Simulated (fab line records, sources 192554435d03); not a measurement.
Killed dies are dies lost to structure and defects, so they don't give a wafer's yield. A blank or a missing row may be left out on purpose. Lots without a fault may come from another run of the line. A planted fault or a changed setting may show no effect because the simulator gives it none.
Which tool did it? | flow n5_finfet | 10 lots, 30 wafers sampled, at 5 steps of a route of 1938

WHAT THE GAUGES READ, wafer by wafer
N5_BEOL_M2_RS_MEAS_58: measures by four-point-probe.
lot  | measured     | on            | M2_RS (ohm/sq)
L502 | day 6 22:46  | film_metro-02 | 0.70 0.67 0.73
L504 | day 7 11:30  | film_metro-01 | 0.65 0.72 0.69
L509 | day 8 09:37  | film_metro-01 | 0.68 0.75 0.68
L508 | day 8 12:03  | film_metro-02 | 0.71 0.67 0.63
L510 | day 8 19:25  | film_metro-02 | 0.64 0.66 0.66
L511 | day 9 09:52  | film_metro-01 | 0.69 0.68 0.66
L512 | day 9 10:11  | film_metro-01 | 0.70 0.71 0.76
L522 | day 11 20:20 | film_metro-02 | 0.67 0.68 0.66
L524 | day 12 09:45 | film_metro-01 | 0.67 0.72 0.68
L525 | day 12 13:17 | film_metro-02 | 0.69 0.68 0.63

N5_BEOL_M4_RC_MEAS_101.
lot  | measured     | on        | DIBL_N (mV/V)  | DIBL_P (mV/V)  | IOFF_N (nA/um) | IOFF_P (nA/um) | ION_N (uA/um) | ION_P (uA/um) | SS_N (mV/dec)  | SS_P (mV/dec)  | VT_N (mV)   | VT_P (mV)
L502 | day 7 15:28  | prober-01 | 35.4 35.3 34.9 | 36.0 36.6 36.1 | 0.14 0.15 0.15 | 0.19 0.20 0.19 | 666 684 678   | 457 469 466   | 71.4 71.6 71.6 | 73.2 73.9 73.7 | 253 249 253 | -255 -252 -252
L504 | day 8 07:23  | prober-01 | 37.0 35.9 36.4 | 37.9 36.4 36.4 | 0.16 0.14 0.14 | 0.23 0.22 0.21 | 674 669 675   | 464 461 471   | 71.5 71.1 71.3 | 73.7 73.5 73.1 | 249 251 251 | -251 -250 -250
L509 | day 9 06:10  | prober-02 | 33.1 34.9 33.9 | 32.8 33.6 33.6 | 0.11 0.12 0.11 | 0.17 0.18 0.18 | 665 656 668   | 462 455 461   | 70.6 70.5 70.7 | 72.3 71.4 71.8 | 255 253 255 | -253 -250 -251
L508 | day 9 10:17  | prober-01 | 37.3 36.6 37.0 | 38.4 36.7 37.8 | 0.18 0.17 0.17 | 0.24 0.22 0.24 | 680 688 676   | 466 459 465   | 72.3 71.7 72.3 | 72.8 72.8 73.0 | 247 250 249 | -251 -253 -248
L510 | day 9 15:35  | prober-02 | 37.4 35.1 32.3 | 38.4 34.8 33.3 | 0.18 0.14 0.11 | 0.24 0.18 0.16 | 660 658 657   | 460 445 457   | 72.2 71.9 70.5 | 73.5 72.8 72.1 | 251 254 255 | -247 -251 -254
L511 | day 10 07:46 | prober-02 | 34.4 36.1 36.9 | 34.8 37.7 38.2 | 0.11 0.14 0.15 | 0.16 0.21 0.20 | 662 653 662   | 448 460 450   | 70.0 70.6 71.1 | 72.8 73.9 73.8 | 253 253 251 | -257 -251 -253
L512 | day 10 07:21 | prober-01 | 34.9 35.6 33.3 | 35.2 36.8 33.1 | 0.15 0.16 0.12 | 0.22 0.23 0.19 | 679 675 690   | 467 467 479   | 71.0 71.6 70.1 | 73.7 74.1 72.8 | 249 249 254 | -250 -248 -249
L522 | day 13 00:05 | prober-02 | 33.4 35.3 34.3 | 33.1 34.8 33.9 | 0.13 0.16 0.14 | 0.17 0.19 0.18 | 682 677 672   | 465 462 459   | 71.4 71.3 71.9 | 72.7 73.6 73.2 | 251 247 250 | -254 -251 -252
L524 | day 13 10:11 | prober-02 | 36.2 37.3 37.5 | 35.1 36.3 37.0 | 0.14 0.16 0.16 | 0.17 0.18 0.20 | 662 677 673   | 447 458 458   | 71.2 72.1 71.5 | 73.8 73.9 74.2 | 253 249 247 | -251 -254 -253
L525 | day 13 10:06 | prober-01 | 33.2 36.3 36.8 | 33.6 37.7 38.6 | 0.12 0.18 0.19 | 0.16 0.21 0.22 | 669 678 677   | 452 461 458   | 71.2 71.9 72.1 | 72.4 74.4 74.3 | 252 248 246 | -256 -250 -253

WHICH TOOL RAN EACH LOT (tool, then ch and the chambers of the sampled wafers, then the start)
lot  | N5_BEOL_M2_ANNEAL_89         | N5_BEOL_M2_DEP_57               | N5_BEOL_M3_COAT_22
L502 | pvd_sputter-02, day 6 20:54  | pecvd-01 ch 0,1,2, day 6 22:42  | litho_track-05 ch 0, day 7 00:12
L504 | pvd_sputter-03, day 7 09:35  | pecvd-03 ch 0,2, day 7 11:26    | litho_track-05 ch 0, day 7 13:19
L509 | pvd_sputter-01, day 8 07:46  | pecvd-02 ch 0,1, day 8 09:33    | litho_track-05 ch 0, day 8 11:28
L508 | pvd_sputter-02, day 8 09:54  | pecvd-03 ch 0,1,2, day 8 11:59  | litho_track-05 ch 0, day 8 14:14
L510 | pvd_sputter-01, day 8 17:28  | pecvd-03 ch 0,1,2, day 8 19:20  | litho_track-02 ch 0, day 8 22:26
L511 | pvd_sputter-02, day 9 07:59  | pecvd-01 ch 0,1,2, day 9 09:47  | litho_track-05 ch 0, day 9 11:40
L512 | pvd_sputter-03, day 9 08:17  | pecvd-01 ch 0,2, day 9 10:08    | litho_track-05 ch 0, day 9 12:36
L522 | pvd_sputter-03, day 11 18:29 | pecvd-01 ch 0,1,2, day 11 20:16 | litho_track-02 ch 0, day 12 00:39
L524 | pvd_sputter-03, day 12 07:52 | pecvd-01 ch 1,2, day 12 09:40   | litho_track-02 ch 0, day 12 11:26
L525 | pvd_sputter-03, day 12 11:25 | pecvd-03 ch 1,2, day 12 13:12   | litho_track-02 ch 0, day 12 15:47
- N5_BEOL_M2_ANNEAL_89: time 240 s.
- N5_BEOL_M2_DEP_57: deposits SiCN from 3MS/NH3, target thk 8 nm, time 14 s.
- N5_BEOL_M3_COAT_22: resist thk 30 nm.

WHAT THE TOOLS THEMSELVES READ (means of the sampled wafers that have a number; where no wafer has one, the mark that the record gives instead)
N5_BEOL_M2_ANNEAL_89.
lot  | tool           | heater_power_w (W)
L502 | pvd_sputter-02 | 884
L504 | pvd_sputter-03 | 849
L509 | pvd_sputter-01 | 718
L508 | pvd_sputter-02 | 953
L510 | pvd_sputter-01 | 832
L511 | pvd_sputter-02 | 956
L512 | pvd_sputter-03 | 885
L522 | pvd_sputter-03 | 868
L524 | pvd_sputter-03 | 849
L525 | pvd_sputter-03 | 823

N5_BEOL_M2_DEP_57.
lot  | tool     | showerhead_plenum_p_Torr (Torr) | showerhead_vpp_V (V) | throttle_valve_pct (%)
L502 | pecvd-01 | 3.665                           | 912                  | 9.8
L504 | pecvd-03 | 3.657                           | 841                  | 9.2
L509 | pecvd-02 | 3.674                           | 859                  | 9.2
L508 | pecvd-03 | 3.664                           | 867                  | 9.1
L510 | pecvd-03 | 3.667                           | 862                  | 8.9
L511 | pecvd-01 | 3.662                           | 923                  | 9.5
L512 | pecvd-01 | 3.660                           | 882                  | 9.5
L522 | pecvd-01 | 3.669                           | 904                  | 9.6
L524 | pecvd-01 | 3.669                           | 934                  | 9.6
L525 | pecvd-03 | 3.671                           | 880                  | 9.0

N5_BEOL_M3_COAT_22.
lot  | tool           | chill_plate_temp_C (C) | spin_speed_rpm (rpm)
L502 | litho_track-05 | 22.98                  | 1500.1
L504 | litho_track-05 | 23.10                  | 1500.3
L509 | litho_track-05 | 23.00                  | 1500.2
L508 | litho_track-05 | 23.05                  | 1500.7
L510 | litho_track-02 | 22.98                  | 1499.4
L511 | litho_track-05 | 22.98                  | 1336.4
L512 | litho_track-05 | 22.97                  | 1337.0
L522 | litho_track-02 | 23.01                  | 1500.1
L524 | litho_track-02 | 23.00                  | 1499.5
L525 | litho_track-02 | 22.95                  | 1500.9

THE ANSWER, worked out from the rows above alone
Rule: what is usual is taken from the lots themselves. Put in order of their means at a reading, lots are off if they are a third of the lots or fewer, leave a main group of 4 or more, and stand apart from it by a gap of 3 or more times the standard deviation of the main group's means; of several such gaps the widest counts. A main group whose means are all the same, to the digits that the tables above print for the reading, isn't used. A lot without any number at a reading at which 4 lots or more have one is off too. The other lots that the step has rows for count as sound. The gauges are gone through in route order, then the tools' own readings, and for those a lot's mean is taken as printed above. The first step at which some lot is off is used, and at that step the reading that is off furthest; a lot without a number counts as furthest.
Off: L511, L512, at N5_BEOL_M3_COAT_22 (spin_speed_rpm). The main group: mean 1500.2 rpm, standard deviation 0.48.
A tool fits if, at that step or a process step before it, it ran every lot that is off, and no sound lot after the first of them. One fits: litho_track-05 at N5_BEOL_M3_COAT_22. Its last sound lot is L508 (day 8 14:14), its first lot that is off L511 (day 9 11:40): a fault that began between those two fits.
The tool's own readings at N5_BEOL_M3_COAT_22 bear it out: on the lots that are off they differ by more than 5 times the standard deviation of the sound lots' means. spin_speed_rpm reads 1336.7 rpm there against 1500.2 rpm on the sound lots.

WHAT THE SIMULATOR HAD PUT IN
Process parameter drift: litho_track-05, from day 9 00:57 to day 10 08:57, at N5_BEOL_M3_COAT_22. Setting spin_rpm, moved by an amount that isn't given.
Lots struck among those shown: L511, L512. The rule above found the same.
